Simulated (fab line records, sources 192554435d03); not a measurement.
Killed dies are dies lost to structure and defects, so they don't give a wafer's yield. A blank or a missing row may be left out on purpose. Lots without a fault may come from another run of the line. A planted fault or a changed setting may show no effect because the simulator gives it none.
Which tool did it? | flow n5_finfet | 24 lots, 72 wafers sampled, at 6 steps of a route of 1938

WHAT THE GAUGES READ, wafer by wafer
N5_BEOL_M6_THK_MEAS_01. Usual: M6_ILD_THK 155.2 nm, standard deviation 2.2.
lot  | measured     | on            | M6_ILD_THK (nm)   | flag
L074 | day 8 09:14  | film_metro-02 | 152.0 154.4 155.7 |
L075 | day 8 16:46  | film_metro-01 | 150.1 158.8 154.2 |
L076 | day 8 18:25  | film_metro-02 | 155.6 158.1 155.8 |
L077 | day 9 02:16  | film_metro-01 | 154.7 152.1 157.5 |
L078 | day 9 04:46  | film_metro-01 | 154.4 156.9 158.0 |
L079 | day 9 16:22  | film_metro-02 | 153.0 151.0 153.8 |
L080 | day 9 22:24  | film_metro-02 | 156.9 156.4 157.7 |
L081 | day 10 02:13 | film_metro-02 | 151.7 158.3 156.5 |
L082 | day 10 12:51 | film_metro-02 | 154.5 154.7 154.2 |
L083 | day 10 18:51 | film_metro-01 | 153.2 155.7 154.9 |
L084 | day 11 00:22 | film_metro-01 | 155.3 152.3 153.3 |
L085 | day 11 03:17 | film_metro-01 | 153.3 154.8 156.2 |
L086 | day 11 19:09 | film_metro-02 | 151.0 153.0 154.2 |
L088 | day 11 19:59 | film_metro-01 | 152.5 157.3 157.7 |
L087 | day 11 21:10 | film_metro-01 | 153.0 154.3 153.4 |
L089 | day 12 00:21 | film_metro-01 | 155.2 154.8 156.7 |
L090 | day 12 07:40 | film_metro-01 | 155.2 157.4 154.4 |
L091 | day 12 17:25 | film_metro-02 | 155.9 156.5 158.2 |
L092 | day 12 23:15 | film_metro-02 | 156.8 156.0 155.9 |
L094 | day 13 15:11 | film_metro-01 | 153.0 155.4 157.1 |
L093 | day 13 15:43 | film_metro-01 | 154.6 153.1 155.6 |
L095 | day 13 20:34 | film_metro-01 | 152.8 151.8 154.7 |
L096 | day 14 08:27 | film_metro-02 | 153.0 157.3 155.0 |
L097 | day 14 11:31 | film_metro-01 | 149.0 153.9 152.1 |

WHICH TOOL RAN EACH LOT (tool, then ch and the chambers of the sampled wafers, then the start)
lot  | N5_BEOL_M5_DESCUM_33               | N5_BEOL_M5_DEGAS_44          | N5_BEOL_M5_SPUTTER_48        | N5_BEOL_M5_ANNEAL_49         | N5_BEOL_M5_SPUTTER_81
L074 | rie_diel-03 ch 1,3, day 8 01:01    | pvd_sputter-02, day 8 02:02  | pvd_sputter-02, day 8 03:04  | pvd_sputter-02, day 8 03:09  | pvd_sputter-02, day 8 04:09
L075 | rie_diel-03 ch 0,2, day 8 08:53    | pvd_sputter-01, day 8 09:50  | pvd_sputter-02, day 8 10:39  | pvd_sputter-02, day 8 10:44  | pvd_sputter-02, day 8 11:44
L076 | rie_diel-02 ch 0,2, day 8 08:59    | pvd_sputter-02, day 8 10:04  | pvd_sputter-01, day 8 12:08  | pvd_sputter-01, day 8 12:13  | pvd_sputter-01, day 8 13:13
L077 | rie_diel-02 ch 0,2,3, day 8 18:17  | pvd_sputter-03, day 8 19:17  | pvd_sputter-02, day 8 20:12  | pvd_sputter-02, day 8 20:17  | pvd_sputter-02, day 8 21:17
L078 | rie_diel-01 ch 1,2, day 8 20:46    | pvd_sputter-01, day 8 22:05  | pvd_sputter-01, day 8 22:44  | pvd_sputter-01, day 8 22:49  | pvd_sputter-01, day 8 23:49
L079 | rie_diel-03 ch 0,1,3, day 9 07:11  | pvd_sputter-03, day 9 09:11  | pvd_sputter-01, day 9 09:50  | pvd_sputter-01, day 9 09:55  | pvd_sputter-01, day 9 10:56
L080 | rie_diel-02 ch 0,1,2, day 9 14:23  | pvd_sputter-03, day 9 15:25  | pvd_sputter-01, day 9 16:11  | pvd_sputter-01, day 9 16:16  | pvd_sputter-01, day 9 17:17
L081 | rie_diel-03 ch 0,1,3, day 9 17:50  | pvd_sputter-02, day 9 19:11  | pvd_sputter-02, day 9 19:59  | pvd_sputter-02, day 9 20:04  | pvd_sputter-02, day 9 21:10
L082 | rie_diel-03 ch 2,3, day 10 04:01   | pvd_sputter-02, day 10 05:23 | pvd_sputter-03, day 10 06:43 | pvd_sputter-03, day 10 06:48 | pvd_sputter-03, day 10 07:49
L083 | rie_diel-02 ch 0,1,2, day 10 10:20 | pvd_sputter-03, day 10 11:45 | pvd_sputter-02, day 10 12:24 | pvd_sputter-02, day 10 12:29 | pvd_sputter-02, day 10 13:29
L084 | rie_diel-01 ch 1,2, day 10 16:03   | pvd_sputter-03, day 10 17:05 | pvd_sputter-01, day 10 17:49 | pvd_sputter-01, day 10 17:54 | pvd_sputter-01, day 10 18:55
L085 | rie_diel-01 ch 1,2,3, day 10 19:35 | pvd_sputter-03, day 10 20:34 | pvd_sputter-02, day 10 21:14 | pvd_sputter-02, day 10 21:19 | pvd_sputter-02, day 10 22:19
L086 | rie_diel-03 ch 1,2,3, day 11 11:17 | pvd_sputter-01, day 11 12:31 | pvd_sputter-03, day 11 13:04 | pvd_sputter-03, day 11 13:09 | pvd_sputter-03, day 11 14:09
L088 | rie_diel-01 ch 0,1,2, day 11 11:47 | pvd_sputter-02, day 11 13:07 | pvd_sputter-02, day 11 13:56 | pvd_sputter-02, day 11 14:01 | pvd_sputter-02, day 11 15:01
L087 | rie_diel-02 ch 0,1,2, day 11 12:05 | pvd_sputter-02, day 11 13:41 | pvd_sputter-01, day 11 14:33 | pvd_sputter-01, day 11 14:38 | pvd_sputter-01, day 11 15:38
L089 | rie_diel-02 ch 0,2,3, day 11 12:28 | pvd_sputter-01, day 11 14:21 | pvd_sputter-03, day 11 17:50 | pvd_sputter-03, day 11 17:55 | pvd_sputter-03, day 11 18:55
L090 | rie_diel-02 ch 0,1,2, day 11 22:16 | pvd_sputter-02, day 11 23:29 | pvd_sputter-02, day 12 01:28 | pvd_sputter-02, day 12 01:33 | pvd_sputter-02, day 12 02:33
L091 | rie_diel-01 ch 1,2,3, day 12 08:52 | pvd_sputter-01, day 12 10:08 | pvd_sputter-01, day 12 10:49 | pvd_sputter-01, day 12 10:53 | pvd_sputter-01, day 12 11:53
L092 | rie_diel-02 ch 0,1,2, day 12 15:10 | pvd_sputter-03, day 12 16:35 | pvd_sputter-01, day 12 17:13 | pvd_sputter-01, day 12 17:17 | pvd_sputter-01, day 12 18:18
L094 | rie_diel-02 ch 0,2,3, day 13 07:33 | pvd_sputter-01, day 13 08:34 | pvd_sputter-01, day 13 09:07 | pvd_sputter-01, day 13 09:11 | pvd_sputter-01, day 13 10:12
L093 | rie_diel-01 ch 0,2,3, day 13 07:54 | pvd_sputter-01, day 13 08:50 | pvd_sputter-03, day 13 09:27 | pvd_sputter-03, day 13 09:32 | pvd_sputter-03, day 13 10:32
L095 | rie_diel-01 ch 1,2,3, day 13 12:02 | pvd_sputter-02, day 13 13:34 | pvd_sputter-01, day 13 14:11 | pvd_sputter-01, day 13 14:16 | pvd_sputter-01, day 13 15:16
L096 | rie_diel-03 ch 0,1,2, day 13 23:20 | pvd_sputter-02, day 14 01:49 | pvd_sputter-02, day 14 02:23 | pvd_sputter-02, day 14 02:28 | pvd_sputter-02, day 14 03:28
L097 | rie_diel-01 ch 0,2,3, day 14 01:28 | pvd_sputter-01, day 14 02:35 | pvd_sputter-03, day 14 05:25 | pvd_sputter-03, day 14 05:29 | pvd_sputter-03, day 14 06:29
- N5_BEOL_M5_DESCUM_33: chemistry O2, time 7 s.
- N5_BEOL_M5_DEGAS_44: time 60 s.
- N5_BEOL_M5_SPUTTER_48: material Cu, target thk 15 nm, time 27.62 s.
- N5_BEOL_M5_ANNEAL_49: time 1800 s.
- N5_BEOL_M5_SPUTTER_81: material Cu, target thk 15 nm, time 27.62 s.

WHAT THE TOOLS THEMSELVES READ (means of the sampled wafers that have a number; where no wafer has one, the mark that the record gives instead)
N5_BEOL_M5_DESCUM_33. Usual: drypump_motor_current_A 5.7 A, standard deviation 0.38; oes_product_au 0.76 a.u., standard deviation 0.087; rf_vpp_V 242.9 V, standard deviation 1.3; showerhead_plenum_p_Torr 2.07 Torr, standard deviation 0.064; temp_c 39.98 C, standard deviation 0.12; throttle_valve_pct 20.48 %, standard deviation 0.24.
lot  | tool        | drypump_motor_current_A (A) | oes_product_au (a.u.) | rf_vpp_V (V) | showerhead_plenum_p_Torr (Torr) | temp_c (C) | throttle_valve_pct (%) | flag
L074 | rie_diel-03 | 6.1                         | 0.75                  | 242.7        | 2.10                            | 40.03      | 20.58                  |
L075 | rie_diel-03 | 5.9                         | 0.70                  | 241.9        | 2.05                            | 39.98      | 20.78                  |
L076 | rie_diel-02 | 5.5                         | 0.71                  | 242.8        | 2.07                            | 40.00      | 20.62                  |
L077 | rie_diel-02 | 5.6                         | 0.74                  | 242.9        | 2.07                            | 39.98      | 20.38                  |
L078 | rie_diel-01 | 5.8                         | 0.73                  | 242.2        | 2.05                            | 39.94      | 20.47                  |
L079 | rie_diel-03 | 5.9                         | 0.73                  | 243.5        | 2.11                            | 40.05      | 20.62                  |
L080 | rie_diel-02 | 5.7                         | 0.78                  | 243.0        | 2.05                            | 40.04      | 20.49                  |
L081 | rie_diel-03 | 5.9                         | 0.73                  | 242.8        | 2.11                            | 40.19      | 20.63                  |
L082 | rie_diel-03 | 5.9                         | 0.90                  | 244.6        | 2.16                            | 39.97      | 20.55                  |
L083 | rie_diel-02 | 5.7                         | 0.78                  | 242.8        | 2.05                            | 40.02      | 20.49                  |
L084 | rie_diel-01 | 6.0                         | 0.73                  | 242.8        | 2.02                            | 39.84      | 20.41                  |
L085 | rie_diel-01 | 5.7                         | 0.72                  | 243.0        | 2.05                            | 40.00      | 20.47                  |
L086 | rie_diel-03 | 6.0                         | 0.81                  | 244.7        | 2.12                            | 39.97      | 20.58                  |
L088 | rie_diel-01 | 5.8                         | 0.71                  | 241.1        | 2.05                            | 40.12      | 20.50                  |
L087 | rie_diel-02 | 5.7                         | 0.77                  | 243.4        | 2.05                            | 40.00      | 20.51                  |
L089 | rie_diel-02 | 5.6                         | 0.72                  | 243.5        | 2.06                            | 39.96      | 20.41                  |
L090 | rie_diel-02 | 5.8                         | 0.76                  | 243.2        | 2.05                            | 39.98      | 20.52                  |
L091 | rie_diel-01 | 5.7                         | 0.71                  | 241.9        | 2.04                            | 39.93      | 20.50                  |
L092 | rie_diel-02 | 5.8                         | 0.76                  | 243.0        | 2.04                            | 39.95      | 20.53                  |
L094 | rie_diel-02 | 5.6                         | 0.71                  | 242.5        | 2.06                            | 39.95      | 20.43                  |
L093 | rie_diel-01 | 5.8                         | 0.81                  | 242.2        | 2.04                            | 40.01      | 20.32                  |
L095 | rie_diel-01 | 5.7                         | 0.70                  | 242.2        | 2.04                            | 40.03      | 20.51                  |
L096 | rie_diel-03 | 6.0                         | 0.78                  | 244.4        | 2.18                            | 39.93      | 20.67                  |
L097 | rie_diel-01 | 5.8                         | 0.79                  | 242.9        | 2.04                            | 39.85      | 20.33                  |

N5_BEOL_M5_DEGAS_44. Usual: heater_power_w 333 W, standard deviation 31.
lot  | tool           | heater_power_w (W) | flag
L074 | pvd_sputter-02 | 292                |
L075 | pvd_sputter-01 | 343                |
L076 | pvd_sputter-02 | 341                |
L077 | pvd_sputter-03 | 307                |
L078 | pvd_sputter-01 | 353                |
L079 | pvd_sputter-03 | 328                |
L080 | pvd_sputter-03 | 309                |
L081 | pvd_sputter-02 | 356                |
L082 | pvd_sputter-02 | 313                |
L083 | pvd_sputter-03 | 319                |
L084 | pvd_sputter-03 | 321                |
L085 | pvd_sputter-03 | 314                |
L086 | pvd_sputter-01 | 345                |
L088 | pvd_sputter-02 | 315                |
L087 | pvd_sputter-02 | 316                |
L089 | pvd_sputter-01 | 356                |
L090 | pvd_sputter-02 | 303                |
L091 | pvd_sputter-01 | 346                |
L092 | pvd_sputter-03 | 329                |
L094 | pvd_sputter-01 | 334                |
L093 | pvd_sputter-01 | 335                |
L095 | pvd_sputter-02 | 313                |
L096 | pvd_sputter-02 | 318                |
L097 | pvd_sputter-01 | 344                |

N5_BEOL_M5_SPUTTER_48. Usual: throttle_valve_pct 29.8 %, standard deviation 0.71.
lot  | tool           | throttle_valve_pct (%) | flag
L074 | pvd_sputter-02 | 29.2                   |
L075 | pvd_sputter-02 | 30.2                   |
L076 | pvd_sputter-01 | 29.6                   |
L077 | pvd_sputter-02 | 28.9                   |
L078 | pvd_sputter-01 | 29.7                   |
L079 | pvd_sputter-01 | 29.9                   |
L080 | pvd_sputter-01 | 29.5                   |
L081 | pvd_sputter-02 | 28.8                   |
L082 | pvd_sputter-03 | 30.1                   |
L083 | pvd_sputter-02 | 29.5                   |
L084 | pvd_sputter-01 | 30.1                   |
L085 | pvd_sputter-02 | 30.1                   |
L086 | pvd_sputter-03 | 30.4                   |
L088 | pvd_sputter-02 | 29.2                   |
L087 | pvd_sputter-01 | 29.5                   |
L089 | pvd_sputter-03 | 29.7                   |
L090 | pvd_sputter-02 | 29.6                   |
L091 | pvd_sputter-01 | 29.7                   |
L092 | pvd_sputter-01 | 29.7                   |
L094 | pvd_sputter-01 | 29.7                   |
L093 | pvd_sputter-03 | 30.0                   |
L095 | pvd_sputter-01 | 29.9                   |
L096 | pvd_sputter-02 | 30.0                   |
L097 | pvd_sputter-03 | 30.1                   |

N5_BEOL_M5_ANNEAL_49. Usual: heater_power_w 836 W, standard deviation 80.
lot  | tool           | heater_power_w (W) | flag
L074 | pvd_sputter-02 | 786                |
L075 | pvd_sputter-02 | 842                |
L076 | pvd_sputter-01 | 847                |
L077 | pvd_sputter-02 | 945                |
L078 | pvd_sputter-01 | 876                |
L079 | pvd_sputter-01 | 848                |
L080 | pvd_sputter-01 | 845                |
L081 | pvd_sputter-02 | 879                |
L082 | pvd_sputter-03 | 821                |
L083 | pvd_sputter-02 | 817                |
L084 | pvd_sputter-01 | 852                |
L085 | pvd_sputter-02 | 785                |
L086 | pvd_sputter-03 | 810                |
L088 | pvd_sputter-02 | 848                |
L087 | pvd_sputter-01 | 831                |
L089 | pvd_sputter-03 | 826                |
L090 | pvd_sputter-02 | 798                |
L091 | pvd_sputter-01 | 872                |
L092 | pvd_sputter-01 | 833                |
L094 | pvd_sputter-01 | 857                |
L093 | pvd_sputter-03 | 807                |
L095 | pvd_sputter-01 | 885                |
L096 | pvd_sputter-02 | 787                |
L097 | pvd_sputter-03 | 810                |

N5_BEOL_M5_SPUTTER_81. Usual: throttle_valve_pct 29.8 %, standard deviation 0.71.
lot  | tool           | throttle_valve_pct (%) | flag
L074 | pvd_sputter-02 | 29.0                   |
L075 | pvd_sputter-02 | 30.3                   |
L076 | pvd_sputter-01 | 29.6                   |
L077 | pvd_sputter-02 | 28.9                   |
L078 | pvd_sputter-01 | 29.8                   |
L079 | pvd_sputter-01 | 30.1                   |
L080 | pvd_sputter-01 | 29.2                   |
L081 | pvd_sputter-02 | 28.7                   |
L082 | pvd_sputter-03 | 30.3                   |
L083 | pvd_sputter-02 | 29.7                   |
L084 | pvd_sputter-01 | 29.8                   |
L085 | pvd_sputter-02 | 30.0                   |
L086 | pvd_sputter-03 | 30.5                   |
L088 | pvd_sputter-02 | 29.2                   |
L087 | pvd_sputter-01 | 29.7                   |
L089 | pvd_sputter-03 | 29.8                   |
L090 | pvd_sputter-02 | 29.6                   |
L091 | pvd_sputter-01 | 29.6                   |
L092 | pvd_sputter-01 | 29.7                   |
L094 | pvd_sputter-01 | 29.7                   |
L093 | pvd_sputter-03 | 30.2                   |
L095 | pvd_sputter-01 | 29.8                   |
L096 | pvd_sputter-02 | 29.9                   |
L097 | pvd_sputter-03 | 30.0                   |

THE ANSWER, worked out from the rows above alone
Rule: a lot is off if the mean of its wafers that have a number lies more than 3 standard deviations from the usual mean. A lot without any number at a reading at which 4 lots or more have one is off too. The other lots that the step has rows for count as sound. The gauges are gone through in route order, then the tools' own readings, and for those a lot's mean is taken as printed above. The first step at which some lot is off is used, and at that step the reading that is off furthest; a lot without a number counts as furthest.
No lot is off at any reading shown: from this, nothing can be told.

WHAT THE SIMULATOR HAD PUT IN
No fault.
